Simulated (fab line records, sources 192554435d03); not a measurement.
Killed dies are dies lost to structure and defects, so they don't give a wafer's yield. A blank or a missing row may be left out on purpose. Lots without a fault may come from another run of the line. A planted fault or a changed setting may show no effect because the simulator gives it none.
Which tool did it? | flow n5_finfet | 10 lots, 29 wafers sampled, at 2 steps of a route of 1938

WHAT THE GAUGES READ, wafer by wafer
N5_BEOL_M7_OVL_MEAS_29. Usual: V6_OVL 0.0 nm, standard deviation 0.62.
lot  | measured     | on         | V6_OVL (nm)    | flag
L468 | day 8 21:47  | overlay-02 | 0.4 0.5 0.4    |
L469 | day 9 06:44  | overlay-02 | -0.2 -0.1      |
L472 | day 9 23:07  | overlay-01 | 0.3 -0.7 0.3   |
L473 | day 10 13:23 | overlay-02 | 0.3 0.2 0.0    |
L475 | day 10 19:18 | overlay-01 | -0.3 0.0 -0.5  |
L477 | day 11 04:47 | overlay-01 | -0.3 -0.8 -1.0 |
L484 | day 13 08:24 | overlay-02 | -0.6 0.0 -0.4  |
L487 | day 14 12:04 | overlay-02 | 0.9 0.1 0.7    |
L491 | day 14 16:43 | overlay-02 | -0.4 0.6 -0.4  |
L490 | day 14 23:06 | overlay-01 | 0.6 1.3 1.4    |

WHICH TOOL RAN EACH LOT (tool, then ch and the chambers of the sampled wafers, then the start)
lot  | N5_BEOL_M7_ETCH_62
L468 | rie_diel-02 ch 1,3, day 8 19:09
L469 | rie_diel-02 ch 0,3, day 9 03:40
L472 | rie_diel-05 ch 1,2,3, day 9 20:40
L473 | rie_diel-02 ch 1,2, day 10 12:27
L475 | rie_diel-01 ch 0,1,2, day 10 16:37
L477 | rie_diel-02 ch 0,1,3, day 11 02:01
L484 | rie_diel-05 ch 0,1,2, day 13 06:22
L487 | rie_diel-01 ch 0,3, day 14 10:43
L491 | rie_diel-02 ch 0,1,2, day 14 14:19
L490 | rie_diel-05 ch 0,1,2, day 14 20:25
- N5_BEOL_M7_ETCH_62: etches SOC in N2/H2, target depth 110 nm, overetch 22 nm, time 165 s.

WHAT THE TOOLS THEMSELVES READ (means of the sampled wafers that have a number; where no wafer has one, the mark that the record gives instead)
N5_BEOL_M7_ETCH_62. Usual: bias_w 150.0 W, standard deviation 0.41; chamber_pressure_mTorr 29.996 mTorr, standard deviation 0.026; drypump_motor_current_A 5.8 A, standard deviation 0.41; n2_flow_sccm 200.0 sccm, standard deviation 0.61; oes_product_au 0.63 a.u., standard deviation 0.058; rf_vpp_V 523.8 V, standard deviation 2.7; showerhead_plenum_p_Torr 2.54 Torr, standard deviation 0.089; throttle_valve_pct 17.88 %, standard deviation 0.2.
lot  | tool        | bias_w (W) | chamber_pressure_mTorr (mTorr) | drypump_motor_current_A (A) | n2_flow_sccm (sccm) | oes_product_au (a.u.) | rf_vpp_V (V) | showerhead_plenum_p_Torr (Torr) | throttle_valve_pct (%) | flag
L468 | rie_diel-02 | 150.1      | 30.014                         | 6.1                         | 200.0               | 0.60                  | 524.6        | 2.54                            | 17.75                  |
L469 | rie_diel-02 | 150.1      | 30.014                         | 5.8                         | 200.3               | 0.61                  | 522.0        | 2.48                            | 17.85                  |
L472 | rie_diel-05 | 150.1      | 30.003                         | 5.6                         | 199.8               | 0.60                  | 523.2        | 2.55                            | 18.02                  |
L473 | rie_diel-02 | 150.1      | 29.994                         | 5.8                         | 200.6               | 0.61                  | 525.0        | 2.57                            | 17.69                  |
L475 | rie_diel-01 | 149.6      | 29.970                         | 6.2                         | 199.3               | 0.67                  | 523.6        | 2.55                            | 17.91                  |
L477 | rie_diel-02 | 150.0      | 29.987                         | 5.9                         | 199.5               | 0.60                  | 523.0        | 2.52                            | 17.81                  |
L484 | rie_diel-05 | 150.3      | 30.007                         | 5.8                         | 200.1               | 0.63                  | 524.4        | 2.56                            | 17.99                  |
L487 | rie_diel-01 | 149.8      | 30.000                         | 5.4                         | 200.2               | 0.60                  | 520.3        | 2.41                            | 18.05                  |
L491 | rie_diel-02 | 149.7      | 29.968                         | 5.6                         | 200.3               | 0.60                  | 523.9        | 2.54                            | 17.76                  |
L490 | rie_diel-05 | 149.9      | 29.995                         | 5.7                         | 200.1               | 0.69                  | 524.4        | 2.55                            | 17.85                  |

THE ANSWER, worked out from the rows above alone
Rule: a lot is off if the mean of its wafers that have a number lies more than 3 standard deviations from the usual mean. A lot without any number at a reading at which 4 lots or more have one is off too. The other lots that the step has rows for count as sound. The gauges are gone through in route order, then the tools' own readings, and for those a lot's mean is taken as printed above. The first step at which some lot is off is used, and at that step the reading that is off furthest; a lot without a number counts as furthest.
No lot is off at any reading shown: from this, nothing can be told.

WHAT THE SIMULATOR HAD PUT IN
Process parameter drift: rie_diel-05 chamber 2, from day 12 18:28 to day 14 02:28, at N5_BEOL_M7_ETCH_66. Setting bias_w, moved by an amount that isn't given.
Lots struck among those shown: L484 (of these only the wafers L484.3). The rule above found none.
